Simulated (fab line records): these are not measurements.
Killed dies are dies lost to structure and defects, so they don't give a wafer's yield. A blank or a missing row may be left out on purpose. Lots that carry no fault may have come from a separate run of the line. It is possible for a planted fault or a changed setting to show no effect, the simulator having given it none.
fab line records + flow nandHarc
record:
- lots: 11
- wafers: 33
- lastDay: 23
route steps=1159 shown A_CHANNEL_HOLE_D1@468 A_CHANNEL_FILL_D1@492 END@1159
lots that met no fault: taken from a fault-free run of the same line
startH: hours from the record's opening day to when the first of the lot's shown wafers began + waitH: how many hours have passed since the lot's step before this one + " unchanged from the row above + L1.1+2: a single row standing in for several wafers + - value missing, or start not given + * or withheld: withheld + < > ~ a bound
route shown NAME@n: NAME is a module with steps in the file, n the number in the route of the first one + usual: the fault-free wafers' mean and standard deviation + same: alike in all rows + chamber/n: place in a boat + sites: readings site by site + _std_site: standard deviation across them + _edge_site: inner sites' mean taken away from outer sites' mean + radiusMm: for every site, how far away it sits from the centre of the wafer + mask NAME#n: copy n + behind: the last tool/chamber to shape the wafer + hold: why the lot went on hold/how many hours it stayed there/how the hold came to an end + device: names the non-switching transistor (n, p or np) + end of line: the same wafers' tests at the end of the route + for a step that has no rows: nothing shown but its recipe + killed: count of dies lost to structure and defects at first sort (not the wafer's yield) + map: shows each die of a wafer: x if killed, . if not, _ if none is there
set.NAME: the run value of the setting; set.NAME@STEP: its run value at that earlier step + model.NAME: the simulator's own value behind a step, which no gauge read
the route's steps for a sample of lots (tables are steps, rows are wafers)
services: from which hour (startH, from the record's first day; less than 0 if before it) a tool's chamber was out of use, for how many hours, and why
== steps ==
step: NHARC_A_CHANNEL_HOLE_D1_ETCH_34
recipe:
- targetDepthA: 1540
- timeS: 77
- cf4FlowSccm: 100
- chf3FlowSccm: 30
- arFlowSccm: 0
- rfW: 500
- biasW: 200
- chemistry: CF4/CHF3
usual:
- drypumpMotorCurrentA: 5.8/0.49
- oesProductAu: 0.950/0.022
- rfFwdPowerW: 496.0/2.1
- rfVppV: 371.0/2.1
- showerheadPlenumPTorr: 1.58/0.055
- throttleValvePct: 16.802/0.0089
| lot.wafer | tool       | chamber | startH | waitH | drypumpMotorCurrentA | oesProductAu | rfFwdPowerW | rfHoursCounterH | rfVppV | showerheadPlenumPTorr | throttleValvePct |
|-----------|------------|---------|--------|-------|----------------------|--------------|-------------|-----------------|--------|-----------------------|------------------|
| L250.2    | rieDiel-05 | 1       | -      | -     | 6.2                  | 0.962        | 497.0       | 1               | 371.5  | 1.57                  | 16.803           |
| L250.6    | "          | 3       | "      | "     | 6.2                  | 0.988        | 495.6       | -               | 373.8  | 1.67                  | 16.791           |
| L250.5    | "          | 0       | "      | "     | 5.7                  | 0.966        | 494.2       | -               | 370.8  | 1.55                  | 16.799           |
| L252.2    | rieDiel-10 | 0       | -      | -     | 5.6                  | 0.975        | 492.7       | 1               | 369.9  | 1.56                  | 16.798           |
| L252.4    | "          | 2       | "      | "     | 5.1                  | 0.963        | 494.4       | 1               | 370.6  | 1.56                  | 16.805           |
| L252.6    | "          | 1       | "      | "     | 5.3                  | 0.979        | 492.7       | -               | 372.0  | 1.60                  | 16.794           |
| L254.3    | rieDiel-10 | 0       | -      | -     | 5.6                  | 0.970        | 495.1       | 2               | 370.2  | 1.56                  | 16.817           |
| L254.1    | "          | 1       | "      | "     | 5.3                  | 0.983        | 493.4       | 2               | 372.2  | 1.60                  | 16.804           |
| L254.5    | "          | 3       | "      | "     | 6.8                  | 0.966        | 495.3       | -               | 368.1  | 1.52                  | 16.817           |
| L257.1    | rieDiel-05 | 2       | -      | -     | 5.2                  | 0.957        | 494.3       | 4               | 375.1  | 1.67                  | 16.810           |
| L257.4    | "          | 3       | "      | "     | 6.2                  | 0.954        | 494.8       | 4               | 374.5  | 1.67                  | 16.807           |
| L257.5    | "          | 1       | "      | "     | 6.2                  | 0.969        | 497.3       | -               | 370.7  | 1.57                  | 16.799           |
| L256.3    | rieDiel-05 | 2       | -      | -     | 5.2                  | 0.966        | 494.1       | 4               | 375.1  | 1.67                  | 16.801           |
| L256.1    | "          | 3       | "      | "     | 6.2                  | 0.989        | 494.7       | 4               | 374.4  | 1.67                  | 16.793           |
| L256.5    | "          | 1       | "      | "     | 6.2                  | 0.964        | 499.1       | -               | 370.4  | 1.57                  | 16.798           |
| L258.1    | rieDiel-11 | 2       | -      | -     | 5.6                  | 0.968        | 495.8       | 1               | 371.1  | 1.58                  | 16.790           |
| L258.6    | "          | 3       | "      | "     | 6.0                  | 0.960        | 496.5       | -               | 374.1  | 1.65                  | 16.796           |
| L258.5    | "          | 0       | "      | "     | 5.8                  | 0.958        | 497.6       | -               | 366.5  | 1.47                  | 16.820           |
| L259.2    | rieDiel-05 | 1       | -      | -     | 6.2                  | 0.931        | 498.6       | 5               | 371.3  | 1.57                  | 16.807           |
| L259.3    | "          | 2       | "      | "     | 5.2                  | 0.931        | 495.6       | 5               | 374.4  | 1.67                  | 16.804           |
| L259.1    | "          | 3       | "      | "     | 6.2                  | 0.940        | 493.7       | 5               | 372.6  | 1.67                  | 16.795           |
| L260.3    | rieDiel-10 | 1       | -      | -     | 5.3                  | 0.917        | 498.5       | 4               | 371.8  | 1.60                  | 16.791           |
| L260.1    | "          | 0       | "      | "     | 5.7                  | 0.919        | 495.1       | 7               | 370.2  | 1.56                  | 16.797           |
| L260.6    | "          | 2       | "      | "     | 5.1                  | 0.921        | 498.2       | -               | 372.1  | 1.56                  | 16.801           |
| L264.1    | rieDiel-11 | 2       | -      | -     | 5.7                  | 0.914        | 493.4       | 3               | 372.4  | 1.58                  | 16.801           |
| L264.3    | "          | 3       | "      | "     | 6.0                  | 0.923        | 496.0       | 3               | 372.4  | 1.65                  | 16.804           |
| L264.6    | "          | 1       | "      | "     | 5.4                  | 0.926        | 498.0       | -               | 370.3  | 1.59                  | 16.799           |
| L269.3    | rieDiel-05 | 1       | -      | -     | 6.2                  | 0.923        | 498.0       | 9               | 370.4  | 1.57                  | 16.809           |
| L269.2    | "          | 2       | "      | "     | 5.2                  | 0.921        | 494.1       | 10              | 373.6  | 1.67                  | 16.809           |
| L269.1    | "          | 3       | "      | "     | 6.1                  | 0.937        | 498.4       | 10              | 372.5  | 1.67                  | 16.791           |
| L267.3    | rieDiel-10 | 1       | -      | -     | 5.3                  | 0.977        | 492.7       | 7               | 371.8  | 1.60                  | 16.808           |
| L267.5    | "          | 2       | "      | "     | 5.1                  | 0.974        | 496.9       | -               | 369.5  | 1.56                  | 16.810           |
| L267.6    | "          | 3       | "      | "     | 6.8                  | 0.961        | 497.9       | -               | 367.6  | 1.52                  | 16.817           |
step: NHARC_A_CHANNEL_HOLE_D1_ETCH_19
recipe:
- biasV: 1200
- sourceW: 2500
- pressureMtorr: 15
- timeS: 34.5
- arFlowSccm: 375
- c4f8FlowSccm: 28.8
- o2FlowSccm: 96.2
- tempC: -20
- targetDepthA: *
- chemistry: C4F8/O2/Ar
usual:
- drypumpMotorCurrentA: 6.2/0.39
- rfFwdPowerW: 2453/11
- showerheadPlenumPTorr: 3.73/0.083
- throttleValvePct: 37.037/0.0087
| lot.wafer | tool       | chamber | startH | waitH | drypumpMotorCurrentA | rfFwdPowerW | rfHoursCounterH | showerheadPlenumPTorr | throttleValvePct |
|-----------|------------|---------|--------|-------|----------------------|-------------|-----------------|-----------------------|------------------|
| L250.2    | harEtch-02 | 0       | 187.88 | 0.1   | 5.6                  | 2438        | 103             | 3.67                  | 37.031           |
| L250.6    | "          | 0       | "      | "     | 5.6                  | 2436        | -               | 3.67                  | 37.034           |
| L250.5    | "          | 1       | "      | "     | 6.4                  | 2449        | -               | 3.69                  | 37.034           |
| L252.2    | harEtch-01 | 1       | 193.96 | 0.1   | 6.6                  | 2464        | 183             | 3.79                  | 37.038           |
| L252.4    | "          | 1       | "      | "     | 6.6                  | 2458        | -               | 3.79                  | 37.044           |
| L252.6    | "          | 0       | "      | "     | 6.4                  | 2448        | -               | 3.88                  | 37.034           |
| L254.1    | harEtch-02 | 1       | 203.41 | 4.7   | 6.4                  | 2461        | 115             | 3.68                  | 37.039           |
| L254.3    | "          | 1       | "      | "     | 6.4                  | 2453        | -               | 3.68                  | 37.043           |
| L254.5    | "          | 0       | "      | "     | 5.6                  | 2437        | -               | 3.66                  | 37.033           |
| L257.1    | harEtch-02 | 0       | 213.23 | 0.1   | 5.6                  | 2445        | 119             | 3.66                  | 37.021           |
| L257.4    | "          | 1       | "      | "     | 6.4                  | 2466        | -               | 3.68                  | 37.048           |
| L257.5    | "          | 1       | "      | "     | 6.3                  | 2466        | -               | 3.68                  | 37.036           |
| L256.1    | harEtch-02 | 0       | 217.36 | 3.8   | 5.6                  | 2447        | 123             | 3.66                  | 37.026           |
| L256.3    | "          | 0       | "      | "     | 5.6                  | 2447        | -               | 3.66                  | 37.044           |
| L256.5    | "          | 0       | "      | "     | 5.6                  | 2446        | -               | 3.66                  | 37.039           |
| L258.1    | harEtch-01 | 1       | 235.22 | 0.1   | 6.6                  | 2467        | 200             | 3.78                  | 37.043           |
| L258.6    | "          | 1       | "      | "     | 6.6                  | 2455        | -               | 3.78                  | 37.050           |
| L258.5    | "          | 0       | "      | "     | 6.4                  | 2457        | -               | 3.87                  | 37.053           |
| L259.2    | harEtch-02 | 1       | 235.39 | 0.1   | 6.4                  | 2454        | 127             | 3.68                  | 37.049           |
| L259.1    | "          | 0       | "      | "     | 5.6                  | 2443        | 127             | 3.66                  | 37.046           |
| L259.3    | "          | 1       | "      | "     | 6.4                  | 2454        | -               | 3.68                  | 37.044           |
| L260.1    | harEtch-01 | 0       | 253.09 | 0.1   | 6.4                  | 2457        | 209             | 3.86                  | 37.032           |
| L260.3    | "          | 0       | "      | "     | 6.4                  | 2451        | -               | 3.86                  | 37.028           |
| L260.6    | "          | 1       | "      | "     | 6.6                  | 2446        | -               | 3.78                  | 37.036           |
| L264.1    | harEtch-02 | 1       | 263.71 | 0.1   | 6.4                  | 2460        | 143             | 3.67                  | 37.040           |
| L264.3    | "          | 1       | "      | "     | 6.4                  | 2455        | -               | 3.67                  | 37.025           |
| L264.6    | "          | 0       | "      | "     | 5.6                  | 2427        | -               | 3.65                  | 37.052           |
| L269.1    | harEtch-01 | 1       | 291.25 | 0.1   | 6.6                  | 2462        | 225             | 3.77                  | 37.038           |
| L269.2    | "          | 0       | "      | "     | 6.4                  | 2439        | 225             | 3.85                  | 37.035           |
| L269.3    | "          | 1       | "      | "     | 6.6                  | 2454        | -               | 3.77                  | 37.027           |
| L267.3    | harEtch-02 | 0       | 291.52 | 0.1   | 5.6                  | 2448        | -               | 3.64                  | 37.046           |
| L267.5    | "          | 1       | "      | "     | 6.4                  | 2455        | -               | 3.66                  | 37.045           |
| L267.6    | "          | 0       | "      | "     | 5.6                  | 2447        | -               | 3.64                  | 37.052           |
step: NHARC_A_CHANNEL_HOLE_D1_ETCH_25
recipe:
- biasV: 5000
- sourceW: withheld
- pressureMtorr: 20
- timeS: 1040.2
- arFlowSccm: 375
- c4f8FlowSccm: 93.8
- o2FlowSccm: 31.2
- tempC: -20
- targetDepthA: 15000
- chemistry: C4F8/O2/Ar
usual:
- drypumpMotorCurrentA: 6.2/0.39
- showerheadPlenumPTorr: 3.68/0.079
- throttleValvePct: 32.234/0.0079
| lot.wafer | tool       | chamber | startH | waitH | drypumpMotorCurrentA | rfHoursCounterH | showerheadPlenumPTorr | throttleValvePct |
|-----------|------------|---------|--------|-------|----------------------|-----------------|-----------------------|------------------|
| L250.2    | harEtch-02 | 0       | 190.79 | 0.6   | 5.6                  | 106             | 3.62                  | 32.234           |
| L250.6    | "          | 0       | "      | "     | 5.6                  | -               | 3.63                  | 32.231           |
| L250.5    | "          | 1       | "      | "     | 6.4                  | -               | 3.64                  | 32.229           |
| L252.2    | harEtch-01 | 1       | 196.96 | 0.7   | 6.6                  | 185             | 3.74                  | 32.239           |
| L252.4    | "          | 1       | "      | "     | 6.6                  | -               | 3.74                  | 32.239           |
| L252.6    | "          | 0       | "      | "     | 6.4                  | -               | 3.82                  | 32.225           |
| L254.1    | harEtch-02 | 1       | 206.31 | 0.6   | 6.4                  | 118             | 3.64                  | 32.218           |
| L254.3    | "          | 1       | "      | "     | 6.4                  | -               | 3.64                  | 32.237           |
| L254.5    | "          | 0       | "      | "     | 5.6                  | -               | 3.62                  | 32.238           |
| L257.1    | harEtch-02 | 0       | 216.25 | 0.7   | 5.6                  | 122             | 3.62                  | 32.245           |
| L257.4    | "          | 1       | "      | "     | 6.4                  | -               | 3.64                  | 32.242           |
| L257.5    | "          | 1       | "      | "     | 6.4                  | -               | 3.64                  | 32.232           |
| L256.1    | harEtch-02 | 0       | 220.28 | 0.6   | 5.6                  | 126             | 3.61                  | 32.224           |
| L256.3    | "          | 0       | "      | "     | 5.6                  | -               | 3.61                  | 32.240           |
| L256.5    | "          | 0       | "      | "     | 5.6                  | -               | 3.61                  | 32.208           |
| L258.1    | harEtch-01 | 1       | 238.15 | 0.7   | 6.6                  | 203             | 3.73                  | 32.232           |
| L258.6    | "          | 1       | "      | "     | 6.6                  | -               | 3.73                  | 32.229           |
| L258.5    | "          | 0       | "      | "     | 6.4                  | -               | 3.81                  | 32.225           |
| L259.2    | harEtch-02 | 1       | 238.30 | 0.7   | 6.4                  | 129             | 3.63                  | 32.224           |
| L259.1    | "          | 0       | "      | "     | 5.6                  | 129             | 3.61                  | 32.235           |
| L259.3    | "          | 1       | "      | "     | 6.4                  | -               | 3.63                  | 32.228           |
| L260.1    | harEtch-01 | 0       | 256.11 | 0.7   | 6.4                  | 212             | 3.81                  | 32.229           |
| L260.3    | "          | 0       | "      | "     | 6.4                  | -               | 3.81                  | 32.232           |
| L260.6    | "          | 1       | "      | "     | 6.6                  | -               | 3.73                  | 32.231           |
| L264.1    | harEtch-02 | 1       | 266.60 | 0.6   | 6.4                  | 146             | 3.62                  | 32.227           |
| L264.3    | "          | 1       | "      | "     | 6.4                  | -               | 3.62                  | 32.227           |
| L264.6    | "          | 0       | "      | "     | 5.6                  | -               | 3.60                  | 32.233           |
| L269.1    | harEtch-01 | 1       | 294.14 | 0.6   | 6.6                  | 228             | 3.72                  | 32.228           |
| L269.2    | "          | 0       | "      | "     | 6.4                  | 228             | 3.80                  | 32.249           |
| L269.3    | "          | 1       | "      | "     | 6.6                  | -               | 3.72                  | 32.225           |
| L267.3    | harEtch-02 | 0       | 294.80 | 0.7   | 5.6                  | -               | 3.60                  | 32.233           |
| L267.5    | "          | 1       | "      | "     | 6.4                  | -               | 3.62                  | 32.229           |
| L267.6    | "          | 0       | "      | "     | 5.6                  | -               | 3.60                  | 32.223           |
step: NHARC_A_CHANNEL_HOLE_D1_INSPECT_40
usual:
- rawDefectCount: 56/15
| lot.wafer | tool             | chamber | startH | waitH | rawDefectCount |
|-----------|------------------|---------|--------|-------|----------------|
| L250.2    | defectInspect-01 | -       | 193.60 | -     | 52             |
| L250.5    | "                | -       | "      | "     | 43             |
| L250.6    | "                | -       | "      | "     | 54             |
| L252.2    | defectInspect-01 | -       | 199.66 | -     | 55             |
| L252.4    | "                | -       | "      | "     | 69             |
| L252.6    | "                | -       | "      | "     | 60             |
| L254.1    | defectInspect-02 | -       | 209.13 | -     | 37             |
| L254.3    | "                | -       | "      | "     | 56             |
| L254.5    | "                | -       | "      | "     | 59             |
| L257.1    | defectInspect-02 | -       | 219.09 | -     | 41             |
| L257.4    | "                | -       | "      | "     | 63             |
| L257.5    | "                | -       | "      | "     | 39             |
| L256.1    | defectInspect-01 | -       | 223.10 | -     | 58             |
| L256.3    | "                | -       | "      | "     | 47             |
| L256.5    | "                | -       | "      | "     | 44             |
| L259.1    | defectInspect-01 | -       | 241.10 | -     | 46             |
| L259.2    | "                | -       | "      | "     | 36             |
| L259.3    | "                | -       | "      | "     | 36             |
| L258.1    | defectInspect-01 | -       | 241.10 | -     | 70             |
| L258.5    | "                | -       | "      | "     | 69             |
| L258.6    | "                | -       | "      | "     | 56             |
| L260.1    | defectInspect-02 | -       | 259.12 | -     | 49             |
| L260.3    | "                | -       | "      | "     | 57             |
| L260.6    | "                | -       | "      | "     | 52             |
| L264.1    | defectInspect-01 | -       | 269.91 | -     | 61             |
| L264.3    | "                | -       | "      | "     | 65             |
| L264.6    | "                | -       | "      | "     | 1151           |
| L269.1    | defectInspect-02 | -       | 296.95 | -     | 69             |
| L269.2    | "                | -       | "      | "     | 60             |
| L269.3    | "                | -       | "      | "     | 80             |
| L267.3    | defectInspect-01 | -       | 297.16 | -     | 1128           |
| L267.5    | "                | -       | "      | "     | 48             |
| L267.6    | "                | -       | "      | "     | 1144           |
step: NHARC_A_CHANNEL_FILL_D1_ALD_02
recipe:
- targetThkA: 60
- pulseTimeS: 10
- aldCycles: 60
- tempC: 300
- material: SiO2
usual:
- heaterPowerOuterW: 263/18
- heaterPowerW: 487/36
- precursorPulseHeightRel: 0.997/0.019
| lot.wafer | tool     | chamber | startH | waitH | heaterPowerOuterW | heaterPowerW | precursorPulseHeightRel |
|-----------|----------|---------|--------|-------|-------------------|--------------|-------------------------|
| L250.2    | aldHk-02 | 2       | 193.86 | -     | 281               | 528          | 0.991                   |
| L250.6    | "        | 1       | "      | "     | 294               | 565          | 1.013                   |
| L250.5    | "        | 2       | "      | "     | 283               | 528          | 1.002                   |
| L252.4    | aldHk-02 | 0       | 200.00 | -     | 263               | 508          | 1.019                   |
| L252.2    | "        | 1       | "      | "     | 297               | 547          | 0.971                   |
| L252.6    | "        | 3       | "      | "     | 285               | 503          | 1.009                   |
| L254.3    | aldHk-02 | 2       | 209.39 | -     | 282               | 536          | 0.998                   |
| L254.1    | "        | 3       | "      | "     | 275               | 509          | 1.005                   |
| L254.5    | "        | 1       | "      | "     | 291               | 571          | 0.967                   |
| L257.4    | aldHk-03 | 3       | 219.30 | -     | 264               | 499          | 0.982                   |
| L257.1    | "        | 0       | "      | "     | 241               | 448          | 0.982                   |
| L257.5    | "        | 0       | "      | "     | 235               | 438          | 1.030                   |
| L256.3    | aldHk-04 | 2       | 223.30 | -     | 269               | 448          | 1.005                   |
| L256.1    | "        | 3       | "      | "     | 240               | 473          | 1.018                   |
| L256.5    | "        | 3       | "      | "     | 237               | 464          | 0.977                   |
| L258.1    | aldHk-02 | 1       | 244.50 | -     | 294               | 568          | 1.017                   |
| L258.6    | "        | 3       | "      | "     | 274               | 520          | 1.062                   |
| L258.5    | "        | 0       | "      | "     | 259               | 513          | 0.983                   |
| L259.2    | aldHk-04 | 3       | 244.93 | -     | 242               | 464          | 0.986                   |
| L259.3    | "        | 0       | "      | "     | 250               | 448          | 0.984                   |
| L259.1    | "        | 2       | "      | "     | 267               | 459          | 1.006                   |
| L260.3    | aldHk-03 | 2       | 259.31 | -     | 277               | 521          | 0.984                   |
| L260.1    | "        | 0       | "      | "     | 239               | 455          | 0.995                   |
| L260.6    | "        | 3       | "      | "     | 267               | 501          | 0.978                   |
| L264.3    | aldHk-02 | 1       | 270.55 | -     | 300               | 566          | 1.010                   |
| L264.1    | "        | 3       | "      | "     | 283               | 526          | 1.010                   |
| L264.6    | "        | 0       | "      | "     | 254               | 525          | 1.048                   |
| L269.1    | aldHk-04 | 2       | 297.15 | -     | 268               | 458          | 1.038                   |
| L269.2    | "        | 0       | "      | "     | 242               | 465          | 1.000                   |
| L269.3    | "        | 1       | "      | "     | 262               | 457          | 1.009                   |
| L267.3    | aldHk-04 | 3       | 297.80 | -     | 230               | 458          | 0.996                   |
| L267.6    | "        | 0       | "      | "     | 247               | 474          | 1.010                   |
| L267.5    | "        | 1       | "      | "     | 261               | 456          | 0.972                   |
step: NHARC_END_SORT_01
recipe:
- tempC: 25
usual:
- killedAtArray: 28/10
- killedAtOther: 0.6/0.85
- killedAtPeriphery: 3.3/2.3
- killedDies: 32/11
- killedOpen: 3.3/1.5
- killedShort: 2.1/1.4
same:
- grossDies: 677
| lot.wafer | tool      | chamber | startH | waitH | killedAtArray | killedAtOther | killedAtPeriphery | killedDies | killedOpen | killedShort |
|-----------|-----------|---------|--------|-------|---------------|---------------|-------------------|------------|------------|-------------|
| L260.1    | prober-01 | 0       | 514.79 | 2.5   | 18            | 0             | 4                 | 22         | 3          | 2           |
| L260.3    | prober-01 | 0       | 516.37 | 3.1   | 23            | 0             | 5                 | 28         | 3          | 1           |
| L260.6    | prober-01 | 0       | 518.73 | 3.9   | 35            | 2             | 4                 | 41         | 4          | 2           |
| L269.2    | prober-01 | 0       | 536.81 | 2.8   | 28            | 0             | 5                 | 33         | 2          | 0           |
| L269.3    | prober-01 | 0       | 537.61 | 3.1   | 26            | 0             | 2                 | 28         | 1          | 1           |
| L264.1    | prober-02 | 0       | 536.05 | 2.5   | 36            | 1             | 4                 | 41         | 4          | 0           |
| L264.3    | prober-02 | 0       | 537.64 | 3.1   | 30            | 0             | 2                 | 32         | 2          | 1           |
| L264.6    | prober-02 | 0       | 540.02 | 4.0   | 107           | 0             | 1                 | 108        | 6          | 1           |
| L267.3    | prober-01 | 0       | 554.81 | 3.1   | 116           | 1             | 2                 | 119        | 2          | 4           |
| L267.5    | prober-01 | 0       | 556.43 | 3.7   | 38            | 0             | 2                 | 40         | 2          | 0           |
| L267.6    | prober-01 | 0       | 557.24 | 4.0   | 101           | 1             | 4                 | 106        | 6          | 1           |
killed by level:class
L260.1 A_CHANNEL_HOLE_D1:chamberFilmFlake=8 A_CONTACT:chamberFilmFlake=3 A_ZERO_WELL:chamberFilmFlake=2 A_STAIRCASE:chamberFilmFlake=2 P_CONTACT:geometricParticle:short=1 P_M0:geometricParticle:open=1 A_ONON_D1:geometricParticle:short=1 A_WL_FILL:geometricParticle:open=1
L260.3 A_CHANNEL_HOLE_D1:chamberFilmFlake=12 A_CONTACT:chamberFilmFlake=7 P_M1:chamberFilmFlake=2 P_CONTACT:geometricParticle:open=1 P_M0:geometricParticle:open=1 A_CHANNEL_FILL_D1:geometricParticle:short=1 A_CHANNEL_FILL_D1:geometricParticle:open=1 P_STI:chamberFilmFlake=1
L260.6 A_CHANNEL_HOLE_D1:chamberFilmFlake=20 A_STAIRCASE:chamberFilmFlake=5 A_CONTACT:chamberFilmFlake=4 P_CONTACT:geometricParticle:open=2 THIN_TSV:chamberFilmFlake=2 A_ONON_D1:geometricParticle:open=1 A_ONON_D1:geometricParticle:short=1 A_CHANNEL_FILL_D1:geometricParticle:short=1
L264.1 A_SLIT:chamberFilmFlake=17 A_CHANNEL_HOLE_D1:chamberFilmFlake=6 P_M1:chamberFilmFlake=3 A_BONDPAD:chamberFilmFlake=3 A_ZERO_WELL:chamberFilmFlake=2 A_STAIRCASE:chamberFilmFlake=2 A_CONTACT:chamberFilmFlake=2 A_WL_FILL:geometricParticle:open=1
L269.2 A_CHANNEL_HOLE_D1:chamberFilmFlake=16 A_CONTACT:chamberFilmFlake=7 P_M1:chamberFilmFlake=3 A_CHANNEL_FILL_D1:chamberFilmFlake=2 P_M0:geometricParticle:open=1 A_CONTACT:geometricParticle:open=1 P_GATE:chamberFilmFlake=1 A_ZERO_WELL:chamberFilmFlake=1
L269.3 A_CHANNEL_HOLE_D1:chamberFilmFlake=19 A_STAIRCASE:chamberFilmFlake=3 P_STI:geometricParticle:short=1 A_CHANNEL_FILL_D1:geometricParticle:open=1 P_GATE:chamberFilmFlake=1 A_ZERO_WELL:chamberFilmFlake=1 A_WL_FILL:chamberFilmFlake=1 A_CONTACT:chamberFilmFlake=1
L264.3 A_SLIT:chamberFilmFlake=12 A_CHANNEL_HOLE_D1:chamberFilmFlake=7 A_BONDPAD:chamberFilmFlake=5 A_CONTACT:chamberFilmFlake=2 P_GATE:geometricParticle:short=1 A_SOURCE_PLATE:geometricParticle:open=1 A_CONTACT:geometricParticle:open=1 P_M1:chamberFilmFlake=1
L264.6 A_CHANNEL_HOLE_D1:unspecified=89 A_BONDPAD:chamberFilmFlake=5 A_CONTACT:geometricParticle:open=3 A_CONTACT:chamberFilmFlake=3 A_CHANNEL_FILL_D1:geometricParticle:short=1 A_SGD_CUT:geometricParticle:open=1 A_WL_FILL:geometricParticle:open=1 A_BLC:geometricParticle:open=1
L267.3 A_CHANNEL_HOLE_D1:unspecified=85 A_SLIT:chamberFilmFlake=15 A_CONTACT:chamberFilmFlake=5 A_ZERO_WELL:chamberFilmFlake=2 A_WL_FILL:chamberFilmFlake=2 A_BONDPAD:chamberFilmFlake=2 P_GATE:geometricParticle:open=1 A_ONON_D1:geometricParticle:short=1
L267.5 A_SLIT:chamberFilmFlake=15 A_CHANNEL_HOLE_D1:chamberFilmFlake=6 A_CONTACT:chamberFilmFlake=5 A_WL_FILL:chamberFilmFlake=4 A_STAIRCASE:chamberFilmFlake=3 A_ZERO_WELL:chamberFilmFlake=2 A_BONDPAD:chamberFilmFlake=2 P_CONTACT:geometricParticle:open=1
L267.6 A_CHANNEL_HOLE_D1:unspecified=83 A_CONTACT:chamberFilmFlake=6 A_CHANNEL_FILL_D1:geometricParticle:open=3 A_ZERO_WELL:chamberFilmFlake=2 A_SLIT:chamberFilmFlake=2 A_CHANNEL_HOLE_D1:chamberFilmFlake=2 P_STI:geometricParticle:open=1 P_M1:geometricParticle:open=1
== services ==
| tool       | chamber | startH | hours | kind      |
|------------|---------|--------|-------|-----------|
| rieDiel-05 | -       | 163.62 | 9.0   | pm        |
| rieDiel-05 | 0       | 163.62 | 9.0   | ventCycle |
| rieDiel-05 | 1       | 163.62 | 9.0   | ventCycle |
| rieDiel-05 | 2       | 163.62 | 9.0   | ventCycle |
| rieDiel-05 | 3       | 163.62 | 9.0   | ventCycle |
| rieDiel-05 | 0       | 172.62 | -     | clean     |
| rieDiel-05 | 1       | 172.62 | -     | clean     |
| rieDiel-05 | 2       | 172.62 | -     | clean     |
| rieDiel-05 | 3       | 172.62 | -     | clean     |
| rieDiel-10 | -       | 176.50 | 9.0   | pm        |
| aldHk-03   | -       | 177.98 | 0.3   | repair    |
| aldHk-04   | -       | 187.21 | 10.0  | pm        |
| rieDiel-11 | -       | 189.50 | 9.0   | pm        |
| rieDiel-05 | 0       | 197.34 | -     | clean     |
| rieDiel-05 | 1       | 197.34 | -     | clean     |
| rieDiel-05 | 2       | 197.34 | -     | clean     |
| rieDiel-05 | 3       | 197.34 | -     | clean     |
| rieDiel-11 | 1       | 213.78 | 7.6   | repair    |
| rieDiel-05 | 0       | 221.84 | -     | clean     |
| rieDiel-05 | 1       | 221.84 | -     | clean     |
| rieDiel-11 | 3       | 225.72 | 1.7   | repair    |
| rieDiel-10 | 1       | 232.25 | 12.3  | repair    |
| rieDiel-11 | 1       | 266.65 | 8.6   | repair    |
| rieDiel-11 | 3       | 268.11 | 8.9   | repair    |
== key ==
firstSign:
- step: NHARC_A_CHANNEL_HOLE_D1_INSPECT_40
- reading: rawDefectCount
- direction: up
- sigmas: 72
- usual: 56
- struck: 1141
effect:
- step: NHARC_END_SORT_01
- reading: killedAtArray
- direction: up
- sigmas: 7.8
- usual: 28
- struck: 108
moreKillsBornAt:
- NHARC_A_CHANNEL_HOLE_D1_ETCH_25@harEtch-02: 219
metAt NHARC_A_CHANNEL_HOLE_D1_ETCH_25
struckLots L264,L267
struckWafers L264.6,L267.3,L267.6
testerLeftOut L264,L267
notActingAt NHARC_A_CHANNEL_HOLE_D1_ETCH_34,NHARC_A_CHANNEL_HOLE_D1_ETCH_19,NHARC_A_CHANNEL_FILL_D1_ALD_02
onsetBetween 238.30 266.60
fault:
- kind: chamberParticleSource
- tool: harEtch-02
- chamber: 0
- onsetH: 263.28
- steps: NHARC_A_CHANNEL_HOLE_D1_ETCH_25
- ratePerVisitCm2: 1.6539
- endH: 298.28
testerLeftOut: of these lots the tester's yield and bins aren't shown, on N5 and GAA mostly nor the transistor test; their killed dies are dies lost to structure and defects alone, not to doping, threshold or leakage, so they don't give the yield
